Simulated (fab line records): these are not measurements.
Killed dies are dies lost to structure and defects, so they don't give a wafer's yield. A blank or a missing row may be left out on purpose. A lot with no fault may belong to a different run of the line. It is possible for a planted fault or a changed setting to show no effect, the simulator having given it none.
fab line records :: flow nand-harc
record:
  lots: 5
  wafers: 14
  last-day: 33
route steps=1302 shown A_DECK1_JOINT@533 A_ONON_D2@545 END@1302
lots with no fault: from the same line, run without faults
start-h: hours from the record's first day to the start of the lot's first wafer shown :: wait-h: hours elapsed since this lot's preceding step :: " same as the row above :: L1.1+2: one row covering several wafers at once :: - no value, or no start was given :: * or withheld: withheld :: < > ~ a bound
route shown NAME@n: a module of which the file shows steps, and the number in the route of the first :: usual: average and standard deviation across the fault-free wafers :: same: alike in all rows :: chamber/n: place in a boat :: sites: per-site readings :: _std_site: their standard deviation :: _edge_site: inner sites' mean taken away from outer sites' mean :: radius-mm: how far each site lies from the wafer's centre :: mask NAME#n: copy n :: behind: the tool/chamber that last shaped the wafer :: hold: the reason the lot was held/the length of the hold in hours/how it ended :: device: whichever transistor did not switch (one of n, p or np) :: end of line: the same wafers' tests at the end of the route :: where a step has no rows: the recipe by itself :: killed: at the first sort, the dies lost to defects and structure; wafer yield is something else :: map: a wafer's dies, x killed, . not, _ none there
set.NAME: the setting that was run; set.NAME@STEP: the one run at that earlier step :: model.NAME: the simulator's own value behind a step, which no gauge read
lots seen at some steps along the route; tables by step, rows by wafer
services: from which hour (start-h, from the record's first day; less than 0 if before it) a tool's chamber was out of use, for how many hours, and why
== steps ==
step: NHARC_A_DECK1_JOINT_CVD_34
recipe:
  target-thk-a: 200
  temp-c: 700
  pressure-mtorr: 300
  material: SiNx
step: NHARC_A_DECK1_JOINT_DEP_06
recipe:
  target-thk-a: 800
  temp-c: 65
  material: SiOx
step: NHARC_A_DECK1_JOINT_CURE_26
recipe:
  temp-c: 150
  time-s: 32
  pressure-atm: 0.395
step: NHARC_A_DECK1_JOINT_ANNEAL_27
recipe:
  temp-c: 400
  time-s: 3600
  idle-temp-c: 300
  ramp-up-c-per-min: 10
  densification-p-h2o-torr: 640
step: NHARC_A_DECK1_JOINT_ANNEAL_28
recipe:
  temp-c: 500
  time-s: 1800
  idle-temp-c: 400
  ramp-up-c-per-min: 10
  densification-p-h2o-torr: 640
step: NHARC_A_DECK1_JOINT_ANNEAL_29
recipe:
  temp-c: 750
  time-s: 1800
  idle-temp-c: 500
  ramp-up-c-per-min: 10
  ramp-down-c-per-min: 3
step: NHARC_A_DECK1_JOINT_CMP_02
recipe:
  material: SiOx
usual:
  motor-current-A: 12.3/1.2
  retaining-ring-pressure-frac: 1.000/0.0055
lot.wafer: L224.2
tool: cmp-02
chamber: 3
start-h: 288.48
wait-h: 0.4
motor-current-A: 10.4
retaining-ring-pressure-frac: 1.011

lot.wafer: L224.4
tool: cmp-02
chamber: 2
start-h: 288.48
wait-h: 0.4
motor-current-A: 12.4
retaining-ring-pressure-frac: 0.995

lot.wafer: L224.5
tool: cmp-02
chamber: 0
start-h: 288.48
wait-h: 0.4
motor-current-A: 13.0
retaining-ring-pressure-frac: 0.999

lot.wafer: L228.3
tool: cmp-01
chamber: 1
start-h: 344.86
wait-h: 0.4
motor-current-A: 12.1
retaining-ring-pressure-frac: 0.998

lot.wafer: L228.6
tool: cmp-01
chamber: 3
start-h: 344.86
wait-h: 0.4
motor-current-A: 11.3
retaining-ring-pressure-frac: 0.994

lot.wafer: L237.3
tool: cmp-03
chamber: 3
start-h: 414.49
wait-h: 0.4
motor-current-A: 11.1
retaining-ring-pressure-frac: 1.006

lot.wafer: L237.1
tool: cmp-03
chamber: 0
start-h: 414.49
wait-h: 0.4
motor-current-A: 12.4
retaining-ring-pressure-frac: 0.999

lot.wafer: L237.6
tool: cmp-03
chamber: 3
start-h: 414.49
wait-h: 0.4
motor-current-A: 10.9
retaining-ring-pressure-frac: 1.004

lot.wafer: L240.2
tool: cmp-02
chamber: 3
start-h: 448.55
wait-h: 0.4
motor-current-A: 10.2
retaining-ring-pressure-frac: 0.997

lot.wafer: L240.4
tool: cmp-02
chamber: 0
start-h: 448.55
wait-h: 0.4
motor-current-A: 12.3
retaining-ring-pressure-frac: 0.997

lot.wafer: L240.6
tool: cmp-02
chamber: 3
start-h: 448.55
wait-h: 0.4
motor-current-A: 10.5
retaining-ring-pressure-frac: 0.996

lot.wafer: L243.3
tool: cmp-03
chamber: 2
start-h: 494.55
wait-h: 0.4
motor-current-A: 14.5
retaining-ring-pressure-frac: 1.002

lot.wafer: L243.2
tool: cmp-03
chamber: 3
start-h: 494.55
wait-h: 0.4
motor-current-A: 11.2
retaining-ring-pressure-frac: 0.991

lot.wafer: L243.6
tool: cmp-03
chamber: 1
start-h: 494.55
wait-h: 0.4
motor-current-A: 14.0
retaining-ring-pressure-frac: 0.991
step: NHARC_A_DECK1_JOINT_SRD_15
step: NHARC_A_DECK1_JOINT_DEP_16
recipe:
  target-thk-a: 450
  temp-c: 400
  pressure-torr: 6.5
  rf-w: 900
  teos-flow-sccm: 161.4
  flow-sccm: 2650
  target-thk-nm: 45
  gas: O2
  material: SiO2
usual:
  heater-power-w: 555/78
  susceptor-temp-C: 400.01/0.21
  throttle-valve-pct: 16.1/0.48
lot.wafer: L224.2
tool: pecvd-02
chamber: 1
start-h: 288.90
wait-h: 0.1
heater-power-w: 658
since-wet-clean-h: 49
susceptor-temp-C: 400.46
throttle-valve-pct: 16.9

lot.wafer: L224.4
tool: pecvd-02
chamber: 1
start-h: 288.90
wait-h: 0.1
heater-power-w: 652
since-wet-clean-h: -
susceptor-temp-C: 400.43
throttle-valve-pct: 17.0

lot.wafer: L224.5
tool: pecvd-02
chamber: 2
start-h: 288.90
wait-h: 0.1
heater-power-w: 604
since-wet-clean-h: -
susceptor-temp-C: 400.00
throttle-valve-pct: 16.0

lot.wafer: L228.3
tool: pecvd-01
chamber: 1
start-h: 345.26
wait-h: 0.1
heater-power-w: 409
since-wet-clean-h: 21
susceptor-temp-C: 399.54
throttle-valve-pct: 15.2

lot.wafer: L228.6
tool: pecvd-01
chamber: 1
start-h: 345.26
wait-h: 0.1
heater-power-w: 402
since-wet-clean-h: -
susceptor-temp-C: 399.49
throttle-valve-pct: 15.2

lot.wafer: L237.3
tool: pecvd-01
chamber: 0
start-h: 414.88
wait-h: 0.1
heater-power-w: 490
since-wet-clean-h: 91
susceptor-temp-C: 399.71
throttle-valve-pct: 16.0

lot.wafer: L237.1
tool: pecvd-01
chamber: 1
start-h: 414.88
wait-h: 0.1
heater-power-w: 521
since-wet-clean-h: 91
susceptor-temp-C: 399.89
throttle-valve-pct: 15.8

lot.wafer: L237.6
tool: pecvd-01
chamber: 0
start-h: 414.88
wait-h: 0.1
heater-power-w: 491
since-wet-clean-h: -
susceptor-temp-C: 400.03
throttle-valve-pct: 15.7

lot.wafer: L240.2
tool: pecvd-02
chamber: 1
start-h: 448.94
wait-h: 0.1
heater-power-w: 529
since-wet-clean-h: 28
susceptor-temp-C: 399.92
throttle-valve-pct: 16.8

lot.wafer: L240.4
tool: pecvd-02
chamber: 0
start-h: 448.94
wait-h: 0.1
heater-power-w: 507
since-wet-clean-h: -
susceptor-temp-C: 399.99
throttle-valve-pct: 16.3

lot.wafer: L240.6
tool: pecvd-02
chamber: 2
start-h: 448.94
wait-h: 0.1
heater-power-w: 594
since-wet-clean-h: -
susceptor-temp-C: 400.10
throttle-valve-pct: 16.3

lot.wafer: L243.2
tool: pecvd-02
chamber: 2
start-h: 494.93
wait-h: 0.1
heater-power-w: 635
since-wet-clean-h: 74
susceptor-temp-C: 400.18
throttle-valve-pct: 16.5

lot.wafer: L243.3
tool: pecvd-02
chamber: 1
start-h: 494.93
wait-h: 0.1
heater-power-w: 553
since-wet-clean-h: -
susceptor-temp-C: 399.95
throttle-valve-pct: 16.7

lot.wafer: L243.6
tool: pecvd-02
chamber: 1
start-h: 494.93
wait-h: 0.1
heater-power-w: 553
since-wet-clean-h: -
susceptor-temp-C: 399.84
throttle-valve-pct: 17.0
step: NHARC_A_DECK1_JOINT_THK_MEAS_17
recipe:
  thk-meas-gauge: ellipsometry
usual:
  thk-nm: 44.9/1.3
lot.wafer: L224.2
tool: film-metro-01
chamber: -
start-h: 289.15
wait-h: 0.2
thk-nm: 44.9

lot.wafer: L224.4
tool: film-metro-01
chamber: -
start-h: 289.15
wait-h: 0.2
thk-nm: 44.9

lot.wafer: L224.5
tool: film-metro-01
chamber: -
start-h: 289.15
wait-h: 0.2
thk-nm: 46.3

lot.wafer: L228.3
tool: film-metro-01
chamber: -
start-h: 345.48
wait-h: 0.2
thk-nm: 45.1

lot.wafer: L228.6
tool: film-metro-01
chamber: -
start-h: 345.48
wait-h: 0.2
thk-nm: 45.8

lot.wafer: L237.1
tool: film-metro-01
chamber: -
start-h: 415.16
wait-h: 0.2
thk-nm: 44.6

lot.wafer: L237.3
tool: film-metro-01
chamber: -
start-h: 415.16
wait-h: 0.2
thk-nm: 44.8

lot.wafer: L237.6
tool: film-metro-01
chamber: -
start-h: 415.16
wait-h: 0.2
thk-nm: 44.8

lot.wafer: L240.2
tool: film-metro-01
chamber: -
start-h: 449.19
wait-h: 0.2
thk-nm: 43.9

lot.wafer: L240.4
tool: film-metro-01
chamber: -
start-h: 449.19
wait-h: 0.2
thk-nm: 44.1

lot.wafer: L240.6
tool: film-metro-01
chamber: -
start-h: 449.19
wait-h: 0.2
thk-nm: 44.5

lot.wafer: L243.2
tool: film-metro-02
chamber: -
start-h: 495.26
wait-h: 0.3
thk-nm: 46.2

lot.wafer: L243.3
tool: film-metro-02
chamber: -
start-h: 495.26
wait-h: 0.3
thk-nm: 44.2

lot.wafer: L243.6
tool: film-metro-02
chamber: -
start-h: 495.26
wait-h: 0.3
thk-nm: 44.4
step: NHARC_A_DECK1_JOINT_INSPECT_05
usual:
  raw-defect-count: 322/110
lot.wafer: L224.2
tool: defect-inspect-02
chamber: -
start-h: 289.19
wait-h: 0.0
raw-defect-count: 215

lot.wafer: L224.4
tool: defect-inspect-02
chamber: -
start-h: 289.19
wait-h: 0.0
raw-defect-count: 182

lot.wafer: L224.5
tool: defect-inspect-02
chamber: -
start-h: 289.19
wait-h: 0.0
raw-defect-count: 167

lot.wafer: L228.3
tool: defect-inspect-02
chamber: -
start-h: 345.52
wait-h: 0.0
raw-defect-count: 305

lot.wafer: L228.6
tool: defect-inspect-02
chamber: -
start-h: 345.52
wait-h: 0.0
raw-defect-count: 301

lot.wafer: L237.1
tool: defect-inspect-01
chamber: -
start-h: 415.19
wait-h: 0.0
raw-defect-count: 401

lot.wafer: L237.3
tool: defect-inspect-01
chamber: -
start-h: 415.19
wait-h: 0.0
raw-defect-count: 438

lot.wafer: L237.6
tool: defect-inspect-01
chamber: -
start-h: 415.19
wait-h: 0.0
raw-defect-count: 437

lot.wafer: L240.2
tool: defect-inspect-02
chamber: -
start-h: 449.23
wait-h: 0.0
raw-defect-count: 275

lot.wafer: L240.4
tool: defect-inspect-02
chamber: -
start-h: 449.23
wait-h: 0.0
raw-defect-count: 288

lot.wafer: L240.6
tool: defect-inspect-02
chamber: -
start-h: 449.23
wait-h: 0.0
raw-defect-count: 391

lot.wafer: L243.2
tool: defect-inspect-01
chamber: -
start-h: 495.29
wait-h: 0.0
raw-defect-count: 277

lot.wafer: L243.3
tool: defect-inspect-01
chamber: -
start-h: 495.29
wait-h: 0.0
raw-defect-count: 258

lot.wafer: L243.6
tool: defect-inspect-01
chamber: -
start-h: 495.29
wait-h: 0.0
raw-defect-count: 336
step: NHARC_A_ONON_D2_DEP_00
recipe:
  target-thk-a: 10000
  n2-flow-sccm: 2750
  n2o-flow-sccm: 2000
  nh3-flow-sccm: 500
  sih4-flow-sccm: 210
  temp-c: 400
usual:
  susceptor-temp-C: 399.97/0.22
lot.wafer: L224.2
tool: pecvd-onon-02
chamber: 0
start-h: 289.31
wait-h: 0.1
susceptor-temp-C: 399.99

lot.wafer: L224.4
tool: pecvd-onon-02
chamber: 0
start-h: 289.31
wait-h: 0.1
susceptor-temp-C: 399.75

lot.wafer: L224.5
tool: pecvd-onon-02
chamber: 0
start-h: 289.31
wait-h: 0.1
susceptor-temp-C: 399.76

lot.wafer: L228.3
tool: pecvd-onon-02
chamber: 0
start-h: 345.70
wait-h: 0.2
susceptor-temp-C: 399.74

lot.wafer: L228.6
tool: pecvd-onon-02
chamber: 0
start-h: 345.70
wait-h: 0.2
susceptor-temp-C: 399.81

lot.wafer: L237.1
tool: pecvd-onon-02
chamber: 0
start-h: 415.26
wait-h: 0.1
susceptor-temp-C: 400.44

lot.wafer: L237.3
tool: pecvd-onon-02
chamber: 0
start-h: 415.26
wait-h: 0.1
susceptor-temp-C: 399.95

lot.wafer: L237.6
tool: pecvd-onon-02
chamber: 0
start-h: 415.26
wait-h: 0.1
susceptor-temp-C: 400.35

lot.wafer: L240.2
tool: pecvd-onon-02
chamber: 0
start-h: 449.35
wait-h: 0.1
susceptor-temp-C: 399.64

lot.wafer: L240.4
tool: pecvd-onon-02
chamber: 0
start-h: 449.35
wait-h: 0.1
susceptor-temp-C: 400.05

lot.wafer: L240.6
tool: pecvd-onon-02
chamber: 0
start-h: 449.35
wait-h: 0.1
susceptor-temp-C: 399.82

lot.wafer: L243.2
tool: pecvd-onon-03
chamber: 0
start-h: 495.42
wait-h: 0.1
susceptor-temp-C: 400.01

lot.wafer: L243.3
tool: pecvd-onon-03
chamber: 0
start-h: 495.42
wait-h: 0.1
susceptor-temp-C: 399.95

lot.wafer: L243.6
tool: pecvd-onon-03
chamber: 0
start-h: 495.42
wait-h: 0.1
susceptor-temp-C: 400.15
step: NHARC_A_ONON_D2_THK_MEAS_02
recipe:
  thk-meas-gauge: ellipsometry
usual:
  thk-nm: 1001/13
lot.wafer: L224.2
tool: film-metro-02
chamber: -
start-h: 289.76
wait-h: -
thk-nm: 1014

lot.wafer: L224.4
tool: film-metro-02
chamber: -
start-h: 289.76
wait-h: -
thk-nm: 1013

lot.wafer: L224.5
tool: film-metro-02
chamber: -
start-h: 289.76
wait-h: -
thk-nm: 1012

lot.wafer: L228.3
tool: film-metro-02
chamber: -
start-h: 346.10
wait-h: -
thk-nm: 994

lot.wafer: L228.6
tool: film-metro-02
chamber: -
start-h: 346.10
wait-h: -
thk-nm: 663

lot.wafer: L237.1
tool: film-metro-01
chamber: -
start-h: 415.77
wait-h: -
thk-nm: 998

lot.wafer: L237.3
tool: film-metro-01
chamber: -
start-h: 415.77
wait-h: -
thk-nm: 998

lot.wafer: L237.6
tool: film-metro-01
chamber: -
start-h: 415.77
wait-h: -
thk-nm: 997

lot.wafer: L240.2
tool: film-metro-02
chamber: -
start-h: 449.80
wait-h: -
thk-nm: 999

lot.wafer: L240.4
tool: film-metro-02
chamber: -
start-h: 449.80
wait-h: -
thk-nm: 998

lot.wafer: L240.6
tool: film-metro-02
chamber: -
start-h: 449.80
wait-h: -
thk-nm: 997

lot.wafer: L243.2
tool: film-metro-02
chamber: -
start-h: 495.87
wait-h: -
thk-nm: 1005

lot.wafer: L243.3
tool: film-metro-02
chamber: -
start-h: 495.87
wait-h: -
thk-nm: 1003

lot.wafer: L243.6
tool: film-metro-02
chamber: -
start-h: 495.87
wait-h: -
thk-nm: 1003
step: NHARC_A_ONON_D2_DEP_03
recipe:
  target-thk-a: 10000
  n2-flow-sccm: 2750
  n2o-flow-sccm: 2000
  nh3-flow-sccm: 500
  sih4-flow-sccm: 210
  temp-c: 400
step: NHARC_END_SORT_01
recipe:
  temp-c: 25
usual:
  killed-at-array: 55/17
  killed-at-other: 0.9/1.2
  killed-at-periphery: 3.7/2.5
  killed-dies: 59/18
  killed-open: 3.4/1.9
  killed-short: 2.6/1.6
same:
  gross-dies: 677
lot.wafer: L224.2
tool: prober-01
chamber: 0
start-h: 573.51
wait-h: 2.8
killed-at-array: 39
killed-at-other: 2
killed-at-periphery: 7
killed-dies: 48
killed-open: 4
killed-short: 3

lot.wafer: L224.4
tool: prober-01
chamber: 0
start-h: 575.11
wait-h: 3.4
killed-at-array: 32
killed-at-other: 0
killed-at-periphery: 2
killed-dies: 34
killed-open: 2
killed-short: 0

lot.wafer: L224.5
tool: prober-01
chamber: 0
start-h: 575.91
wait-h: 3.7
killed-at-array: 42
killed-at-other: 2
killed-at-periphery: 5
killed-dies: 49
killed-open: 3
killed-short: 2

lot.wafer: L228.6
tool: prober-01
chamber: 0
start-h: 651.33
wait-h: 4.0
killed-at-array: 672
killed-at-other: 2
killed-at-periphery: 3
killed-dies: 677
killed-open: 4
killed-short: 4

lot.wafer: L240.2
tool: prober-02
chamber: 0
start-h: 732.29
wait-h: 2.8
killed-at-array: 39
killed-at-other: 0
killed-at-periphery: 3
killed-dies: 42
killed-open: 0
killed-short: 4

lot.wafer: L240.4
tool: prober-02
chamber: 0
start-h: 733.90
wait-h: 3.4
killed-at-array: 48
killed-at-other: 0
killed-at-periphery: 5
killed-dies: 53
killed-open: 2
killed-short: 3

lot.wafer: L240.6
tool: prober-02
chamber: 0
start-h: 735.51
wait-h: 4.0
killed-at-array: 50
killed-at-other: 0
killed-at-periphery: 2
killed-dies: 52
killed-open: 4
killed-short: 2
killed by level:class
L224.2 A_SLIT:chamber-film-flake=25 A_CHANNEL_HOLE_D2:chamber-film-flake=6 P_M0:chamber-film-flake=4 P_CONTACT:geometric-particle:open=2 A_WL_FILL:chamber-film-flake=2 A_CONTACT:chamber-film-flake=2 A_ONON_D1:geometric-particle:short=1 A_CHANNEL_FILL_D1:geometric-particle:short=1
L224.4 A_SLIT:chamber-film-flake=17 A_CHANNEL_HOLE_D1:chamber-film-flake=6 A_CHANNEL_HOLE_D2:chamber-film-flake=4 A_WL_FILL:chamber-film-flake=3 P_M0:geometric-particle:open=1 A_ONON_D2:geometric-particle:open=1 P_GATE:chamber-film-flake=1 A_CONTACT:chamber-film-flake=1
L224.5 A_SLIT:chamber-film-flake=23 A_CHANNEL_HOLE_D2:chamber-film-flake=6 A_WL_FILL:chamber-film-flake=4 A_CHANNEL_FILL_D2:geometric-particle:open=2 P_ZERO_WELL:chamber-film-flake=2 P_M0:chamber-film-flake=2 A_CHANNEL_HOLE_D1:chamber-film-flake=2 A_STAIRCASE:chamber-film-flake=2
L228.6 A_ONON_D2:area-dep=592 A_CHANNEL_HOLE_D2:chamber-film-flake=30 A_CHANNEL_HOLE_D1:chamber-film-flake=22 A_SLIT:chamber-film-flake=17 A_CONTACT:chamber-film-flake=4 A_CHANNEL_FILL_D1:geometric-particle:open=2 P_ZERO_WELL:chamber-film-flake=2 STARTING-WAFER:geometric-particle:short=2
L240.2 A_CHANNEL_HOLE_D1:chamber-film-flake=30 A_CHANNEL_HOLE_D1:geometric-particle:short=2 A_SLIT:chamber-film-flake=2 A_CHANNEL_FILL_D1:chamber-film-flake=2 P_CONTACT:geometric-particle:short=1 A_WL_FILL:geometric-particle:short=1 P_GATE:chamber-film-flake=1 P_M1:chamber-film-flake=1
L240.4 A_CHANNEL_HOLE_D1:chamber-film-flake=31 A_SLIT:chamber-film-flake=4 A_CHANNEL_FILL_D2:geometric-particle:short=2 P_M1:chamber-film-flake=2 A_CONTACT:chamber-film-flake=2 A_CHANNEL_HOLE_D2:chamber-film-flake=2 A_BLC:chamber-film-flake=2 P_CONTACT:geometric-particle:open=1
L240.6 A_CHANNEL_HOLE_D1:chamber-film-flake=29 A_SLIT:chamber-film-flake=5 A_CONTACT:chamber-film-flake=3 A_CHANNEL_HOLE_D2:chamber-film-flake=2 A_BLC:chamber-film-flake=2 P_M2:geometric-particle:open=1 A_CHANNEL_FILL_D2:geometric-particle:open=1 A_SGD_CUT:geometric-particle:short=1
map L228.6 (x killed, . not)
____________x____________
_________xxxxxxx_________
_______xxxxxxxxxxx_______
______xxxxxxxxxxxxx______
_____xxxxxxxxxxxxxxx_____
____xxxxxxxxxxxxxxxxx____
____xxxxxxxxxxxxxxxxx____
___xxxxxxxxxxxxxxxxxxx___
___xxxxxxxxxxxxxxxxxxx___
__xxxxxxxxxxxxxxxxxxxxx__
__xxxxxxxxxxxxxxxxxxxxx__
_xxxxxxxxxxxxxxxxxxxxxxx_
_xxxxxxxxxxxxxxxxxxxxxxx_
_xxxxxxxxxxxxxxxxxxxxxxx_
_xxxxxxxxxxxxxxxxxxxxxxx_
_xxxxxxxxxxxxxxxxxxxxxxx_
xxxxxxxxxxxxxxxxxxxxxxxxx
xxxxxxxxxxxxxxxxxxxxxxxxx
xxxxxxxxxxxxxxxxxxxxxxxxx
xxxxxxxxxxxxxxxxxxxxxxxxx
xxxxxxxxxxxxxxxxxxxxxxxxx
_xxxxxxxxxxxxxxxxxxxxxxx_
_xxxxxxxxxxxxxxxxxxxxxxx_
_xxxxxxxxxxxxxxxxxxxxxxx_
_xxxxxxxxxxxxxxxxxxxxxxx_
_xxxxxxxxxxxxxxxxxxxxxxx_
__xxxxxxxxxxxxxxxxxxxxx__
__xxxxxxxxxxxxxxxxxxxxx__
___xxxxxxxxxxxxxxxxxxx___
___xxxxxxxxxxxxxxxxxxx___
____xxxxxxxxxxxxxxxxx____
____xxxxxxxxxxxxxxxxx____
_____xxxxxxxxxxxxxxx_____
______xxxxxxxxxxxxx______
_______xxxxxxxxxxx_______
_________xxxxxxx_________
____________x____________
map L240.4 (x killed, . not)
____________.____________
_________......._________
_______..........._______
______.x...........______
_____..............._____
____.................____
____x................____
___...................___
___...................___
__...................x.__
__.....................__
_......................._
_......................._
_....xx....x............_
_...xxxxxxx............._
_....x.x.x.x.x.........._
.....xxxxxx..............
.....xx.xxx..............
....x..xxx.x.............
......xxxxx.........x....
......xx.xx..............
_......................._
_.....x.......x........._
_......................._
_.........x..x.........._
_.....................x._
__.x...................__
__.....................__
___...................___
___...................___
____.......x..x......____
____.................____
_____.x............._____
______.............______
_______..........._______
_________......._________
____________.____________
== services ==
tool: cmp-01
chamber: -
start-h: 268.74
hours: 0.2
kind: repair

tool: pecvd-02
chamber: -
start-h: 280.02
hours: 1.1
kind: repair

tool: cmp-01
chamber: -
start-h: 283.50
hours: 4.0
kind: pm

tool: cmp-02
chamber: -
start-h: 295.39
hours: 2.9
kind: repair

tool: pecvd-02
chamber: 2
start-h: 298.20
hours: 31.8
kind: repair

tool: pecvd-01
chamber: -
start-h: 311.07
hours: 13.0
kind: pm

tool: pecvd-02
chamber: 1
start-h: 316.83
hours: 7.1
kind: repair

tool: cmp-02
chamber: -
start-h: 332.39
hours: 4.0
kind: pm

tool: cmp-03
chamber: -
start-h: 358.37
hours: 4.0
kind: pm

tool: cmp-01
chamber: -
start-h: 363.60
hours: 1.0
kind: repair

tool: cmp-03
chamber: -
start-h: 365.79
hours: 1.7
kind: repair

tool: pecvd-onon-02
chamber: -
start-h: 366.55
hours: 13.0
kind: pm

tool: cmp-03
chamber: -
start-h: 379.69
hours: 4.3
kind: repair

tool: cmp-02
chamber: -
start-h: 380.33
hours: 1.7
kind: repair

tool: cmp-01
chamber: -
start-h: 381.50
hours: 4.0
kind: pm

tool: pecvd-02
chamber: -
start-h: 408.01
hours: 13.0
kind: pm

tool: pecvd-onon-03
chamber: -
start-h: 408.04
hours: 13.0
kind: pm

tool: cmp-02
chamber: -
start-h: 430.39
hours: 4.0
kind: pm

tool: cmp-03
chamber: -
start-h: 456.37
hours: 4.0
kind: pm

tool: pecvd-02
chamber: 0
start-h: 461.64
hours: 21.0
kind: repair

tool: pecvd-onon-02
chamber: -
start-h: 485.29
hours: 5.3
kind: repair

tool: pecvd-02
chamber: -
start-h: 488.13
hours: 0.5
kind: repair

tool: pecvd-02
chamber: 0
start-h: 491.80
hours: 23.2
kind: repair

tool: pecvd-01
chamber: -
start-h: 492.07
hours: 13.0
kind: pm
== key ==
first-sign:
  step: NHARC_A_ONON_D2_THK_MEAS_02
  reading: thk-nm
  direction: down
  sigmas: 25
  usual: 1001
  struck: 663
effect:
  step: NHARC_END_SORT_01
  reading: killed-at-array
  direction: up
  sigmas: 36
  usual: 55
  struck: 672
more-kills-born-at:
  NHARC_A_ONON_D2_DEP_00@pecvd-onon-02: 592
met-at NHARC_A_ONON_D2_DEP_00
struck-wafers L228.6
later-rows-left-out L228.6
tester-left-out L228
onset-between 289.31 345.70
fault:
  kind: process-parameter-drift
  tool: pecvd-onon-02
  chamber: -
  onset-h: 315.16
  steps: NHARC_A_ONON_D2_DEP_00
  channel: target-thk-a
  offset: *
  shape: step
  end-h: 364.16
  scope: struck-wafers-only
  acts-in: *
  stated: *
tester-left-out: of these lots the tester's yield and bins aren't shown, on N5 and GAA mostly nor the transistor test; their killed dies are dies lost to structure and defects alone, not to doping, threshold or leakage, so they don't give the yield
later-rows-left-out: the simulator's readings of these wafers behind a module that went badly wrong aren't trusted and aren't shown, but for the sort
